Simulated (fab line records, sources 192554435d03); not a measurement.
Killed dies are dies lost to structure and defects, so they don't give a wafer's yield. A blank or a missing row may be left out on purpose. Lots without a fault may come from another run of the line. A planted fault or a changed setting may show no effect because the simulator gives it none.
Which tool did it? | flow n5_finfet | 9 lots, 27 wafers sampled, at 6 steps of a route of 1938

WHAT THE GAUGES READ, wafer by wafer
N5_SD_EPI_N_CD_MEAS_09: target cd 120 nm.
lot  | measured    | on        | cd_nm (nm)
L603 | day 3 06:58 | cd_sem-02 | 119.0 119.0 118.5
L604 | day 3 14:30 | cd_sem-02 | 120.1 120.1 120.1
L605 | day 3 21:26 | cd_sem-03 | 119.4 120.0 119.9
L606 | day 4 00:49 | cd_sem-03 | 113.3 113.0 113.8
L609 | day 4 22:16 | cd_sem-02 | 119.7 120.0 120.0
L610 | day 5 00:14 | cd_sem-03 | 116.0 116.6 115.6
L616 | day 6 13:23 | cd_sem-02 | 119.7 120.0 119.5
L617 | day 6 19:08 | cd_sem-02 | 120.1 119.6 119.1
L622 | day 8 01:11 | cd_sem-03 | 119.8 120.1 120.0

N5_BEOL_M4_RC_MEAS_101.
lot  | measured     | on        | DIBL_N (mV/V)  | DIBL_P (mV/V)  | IOFF_N (nA/um)    | IOFF_P (nA/um)    | ION_N (uA/um) | ION_P (uA/um) | SS_N (mV/dec)  | SS_P (mV/dec)  | VT_N (mV)         | VT_P (mV)
L603 | day 8 02:04  | prober-02 | 34.0 33.7 33.8 | 33.8 33.7 33.5 | 0.133 0.128 0.129 | 0.171 0.170 0.167 | 662 672 662   | 449 464 456   | 71.7 71.9 71.2 | 72.9 73.1 72.6 | 250.9 254.0 252.7 | -255.2 -254.0 -255.0
L604 | day 8 02:34  | prober-01 | 36.8 36.0 37.6 | 37.7 36.4 38.3 | 0.168 0.146 0.165 | 0.185 0.172 0.184 | 678 662 676   | 452 452 448   | 72.2 71.3 72.1 | 73.7 73.7 73.5 | 250.7 251.7 250.3 | -254.7 -253.2 -254.9
L605 | day 8 21:16  | prober-02 | 37.6 38.4 35.2 | 37.2 38.5 34.9 | 0.164 0.181 0.134 | 0.216 0.235 0.184 | 681 684 681   | 468 468 466   | 71.6 72.1 71.5 | 73.5 73.9 73.4 | 250.3 248.3 252.3 | -249.2 -249.2 -253.5
L606 | day 8 19:33  | prober-01 | 36.1 35.2 34.5 | 37.1 35.6 35.4 | 0.179 0.158 0.144 | 0.224 0.199 0.200 | 685 682 669   | 463 461 465   | 71.1 71.2 71.1 | 73.4 73.2 73.5 | 247.2 248.8 252.7 | -246.5 -250.6 -250.5
L609 | day 9 20:53  | prober-02 | 36.1 35.3 35.4 | 34.8 33.5 33.9 | 0.155 0.148 0.141 | 0.202 0.184 0.189 | 669 682 674   | 464 462 465   | 71.9 72.0 71.2 | 72.5 72.7 73.1 | 250.6 249.2 253.0 | -253.7 -254.6 -253.1
L610 | day 10 11:20 | prober-01 | 35.2 36.0 36.5 | 35.5 35.5 36.9 | 0.131 0.134 0.146 | 0.189 0.192 0.214 | 672 668 676   | 461 463 465   | 71.0 71.3 71.0 | 73.0 72.4 73.2 | 251.7 250.1 249.3 | -250.1 -248.9 -249.1
L616 | day 11 21:38 | prober-02 | 36.6 36.9 36.5 | 35.2 35.6 35.4 | 0.166 0.167 0.162 | 0.215 0.219 0.207 | 678 681 685   | 455 465 461   | 71.7 71.5 71.4 | 73.0 73.0 73.1 | 246.1 246.6 246.0 | -251.5 -250.9 -250.9
L617 | day 12 03:42 | prober-02 | 36.6 36.5 36.6 | 36.4 36.1 36.7 | 0.151 0.146 0.154 | 0.210 0.202 0.210 | 669 671 680   | 463 459 464   | 71.4 71.2 71.6 | 73.1 73.2 72.8 | 252.1 249.7 247.6 | -252.0 -251.8 -253.2
L622 | day 13 05:14 | prober-02 | 38.8 38.5 36.1 | 38.7 38.0 35.9 | 0.206 0.195 0.144 | 0.234 0.228 0.182 | 693 696 675   | 465 471 458   | 72.0 71.5 71.0 | 74.5 74.8 73.2 | 246.4 247.9 250.5 | -251.8 -251.2 -255.0

WHICH TOOL RAN EACH LOT (tool, then ch and the chambers of the sampled wafers, then the start)
lot  | N5_DUMMY_GATE_ETCH_23           | N5_DUMMY_GATE_ETCH_42             | N5_SPACER0_ALD_08                | N5_SD_EPI_N_EXPOSE_06
L603 | rie_si-04 ch 0,1,3, day 3 05:37 | rie_diel-04 ch 0,3, day 3 05:50   | ald_sin-02 ch 0,1,3, day 3 06:31 | arfi_scanner-02 ch 0, day 3 06:50
L604 | rie_si-04 ch 0,3, day 3 13:02   | rie_diel-03 ch 0,2, day 3 13:15   | ald_sin-03 ch 0,3, day 3 13:56   | arfi_scanner-03 ch 0, day 3 14:23
L605 | rie_si-04 ch 0,2,3, day 3 20:01 | rie_diel-05 ch 0,2, day 3 20:19   | ald_sin-01 ch 1,2,3, day 3 21:00 | arfi_scanner-03 ch 0, day 3 21:19
L606 | rie_si-02 ch 0,2, day 3 23:07   | rie_diel-03 ch 2,3, day 3 23:21   | ald_sin-01 ch 0,2, day 4 00:23   | arfi_scanner-03 ch 0, day 4 00:41
L609 | rie_si-05 ch 0,2, day 4 20:12   | rie_diel-04 ch 2,3, day 4 20:25   | ald_sin-03 ch 0,3, day 4 21:42   | arfi_scanner-02 ch 0, day 4 22:08
L610 | rie_si-02 ch 0,1,3, day 4 22:42 | rie_diel-05 ch 0,1,3, day 4 22:55 | ald_sin-01 ch 1,2,3, day 4 23:41 | arfi_scanner-03 ch 0, day 5 00:07
L616 | rie_si-05 ch 0,2,3, day 6 11:53 | rie_diel-04 ch 0,3, day 6 12:05   | ald_sin-03 ch 0,1,3, day 6 12:50 | arfi_scanner-02 ch 0, day 6 13:16
L617 | rie_si-05 ch 1,3, day 6 17:41   | rie_diel-05 ch 1,2,3, day 6 17:53 | ald_sin-01 ch 0,2,3, day 6 18:34 | arfi_scanner-01 ch 0, day 6 19:01
L622 | rie_si-02 ch 0,1,2, day 7 23:37 | rie_diel-03 ch 0,1,3, day 8 00:04 | ald_sin-02 ch 0,2,3, day 8 00:44 | arfi_scanner-01 ch 0, day 8 01:03
- N5_DUMMY_GATE_ETCH_23: etches poly-Si in HBr/Cl2/O2, target depth 41 nm, time 22.3 s.
- N5_DUMMY_GATE_ETCH_42: etches SiO2 in CHF3/O2, target depth 3.5 nm, time 31 s.
- N5_SPACER0_ALD_08: deposits SiNx, target thk 2 nm.
- N5_SD_EPI_N_EXPOSE_06: exposes mask SD N BLK, target cd 120 nm.

WHAT THE TOOLS THEMSELVES READ (means of the sampled wafers that have a number; where no wafer has one, the mark that the record gives instead)
N5_DUMMY_GATE_ETCH_23.
lot  | tool      | chamber_pressure_mTorr (mTorr) | drypump_motor_current_A (A) | he_backside_leak_sccm (sccm) | oes_product_au (a.u.) | throttle_valve_pct (%)
L603 | rie_si-04 | 10.000                         | 5.3                         | 2.9                          | 1.005                 | 37.48
L604 | rie_si-04 | 9.999                          | 5.5                         | 2.8                          | 1.002                 | 37.45
L605 | rie_si-04 | 10.001                         | 5.5                         | 2.6                          | 1.005                 | 37.35
L606 | rie_si-02 | 10.006                         | 6.2                         | 2.5                          | 1.010                 | 37.47
L609 | rie_si-05 | 10.002                         | 5.6                         | 2.7                          | 0.992                 | 37.54
L610 | rie_si-02 | 10.003                         | 5.7                         | 2.7                          | 1.003                 | 37.53
L616 | rie_si-05 | 10.004                         | 5.5                         | 2.7                          | 1.001                 | 37.52
L617 | rie_si-05 | 10.004                         | 6.2                         | 3.1                          | 1.010                 | 37.34
L622 | rie_si-02 | 10.008                         | 5.8                         | 2.6                          | 1.000                 | 37.39

N5_DUMMY_GATE_ETCH_42.
lot  | tool        | chamber_pressure_mTorr (mTorr) | drypump_motor_current_A (A) | mfc_ar_sccm (sccm) | oes_product_au (a.u.) | rf_vpp_V (V) | showerhead_plenum_p_Torr (Torr) | throttle_valve_pct (%)
L603 | rie_diel-04 | 30.003                         | 5.8                         | 201.4              | 0.86                  | 42.9         | 2.51                            | 18.56
L604 | rie_diel-03 | 30.015                         | 5.8                         | 200.1              | 0.77                  | 42.5         | 2.40                            | 18.62
L605 | rie_diel-05 | 29.998                         | 5.5                         | 199.4              | 0.78                  | 42.7         | 2.48                            | 18.95
L606 | rie_diel-03 | 30.013                         | 5.5                         | 200.3              | 0.74                  | 43.0         | 2.40                            | 18.77
L609 | rie_diel-04 | 29.985                         | 6.5                         | 199.5              | 0.74                  | 42.1         | 2.40                            | 18.68
L610 | rie_diel-05 | 30.010                         | 5.6                         | 200.2              | 0.83                  | 42.4         | 2.50                            | 18.84
L616 | rie_diel-04 | 29.974                         | 5.7                         | 199.8              | 0.82                  | 41.5         | 2.50                            | 18.61
L617 | rie_diel-05 | 29.981                         | 5.7                         | 200.3              | 0.79                  | 42.7         | 2.51                            | 18.84
L622 | rie_diel-03 | 30.019                         | 6.0                         | 200.1              | 0.77                  | 41.6         | 2.37                            | 18.76

N5_SPACER0_ALD_08.
lot  | tool       | chamber_pressure_Torr (Torr) | heater_power_w (W)
L603 | ald_sin-02 | 2.000                        | 778
L604 | ald_sin-03 | 2.002                        | 852
L605 | ald_sin-01 | 2.001                        | 878
L606 | ald_sin-01 | 2.000                        | 794
L609 | ald_sin-03 | 1.999                        | 865
L610 | ald_sin-01 | 1.998                        | 880
L616 | ald_sin-03 | 1.998                        | 870
L617 | ald_sin-01 | 1.999                        | 855
L622 | ald_sin-02 | 2.002                        | 823

N5_SD_EPI_N_EXPOSE_06.
lot  | tool            | exposure_dose_mJ_cm2
L603 | arfi_scanner-02 | 39.71
L604 | arfi_scanner-03 | 39.72
L605 | arfi_scanner-03 | 39.74
L606 | arfi_scanner-03 | 36.67
L609 | arfi_scanner-02 | 39.75
L610 | arfi_scanner-03 | 37.28
L616 | arfi_scanner-02 | 39.68
L617 | arfi_scanner-01 | 39.70
L622 | arfi_scanner-01 | 39.75

THE ANSWER, worked out from the rows above alone
Rule: what is usual is taken from the lots themselves. Put in order of their means at a reading, lots are off if they are a third of the lots or fewer, leave a main group of 4 or more, and stand apart from it by a gap of 3 or more times the standard deviation of the main group's means; of several such gaps the widest counts. A main group whose means are all the same, to the digits that the tables above print for the reading, isn't used. A lot without any number at a reading at which 4 lots or more have one is off too. The other lots that the step has rows for count as sound. The gauges are gone through in route order, then the tools' own readings, and for those a lot's mean is taken as printed above. The first step at which some lot is off is used, and at that step the reading that is off furthest; a lot without a number counts as furthest.
Off: L606, L610, at N5_SD_EPI_N_CD_MEAS_09 (cd_nm). The main group: mean 119.7 nm, standard deviation 0.39.
A tool fits if, at a process step before that reading, it ran every lot that is off, and no sound lot after the first of them. The gauges at N5_SD_EPI_N_CD_MEAS_09 aren't tried: what is off there is off at N5_SD_EPI_N_EXPOSE_06 too, on other tools, and a gauge's error can't cause that. One fits: arfi_scanner-03 at N5_SD_EPI_N_EXPOSE_06. Its last sound lot is L605 (day 3 21:19), its first lot that is off L606 (day 4 00:41): a fault that began between those two fits.
The tool's own readings at N5_SD_EPI_N_EXPOSE_06 bear it out: on the lots that are off they differ by more than 5 times the standard deviation of the sound lots' means. exposure_dose_mJ_cm2 reads 36.98 there against 39.72 on the sound lots.

WHAT THE SIMULATOR HAD PUT IN
Process parameter drift: arfi_scanner-03, from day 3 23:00 on, at N5_SD_EPI_N_EXPOSE_06. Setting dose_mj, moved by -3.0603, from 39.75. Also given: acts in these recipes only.
Lots struck among those shown: L606, L610. The rule above found the same.
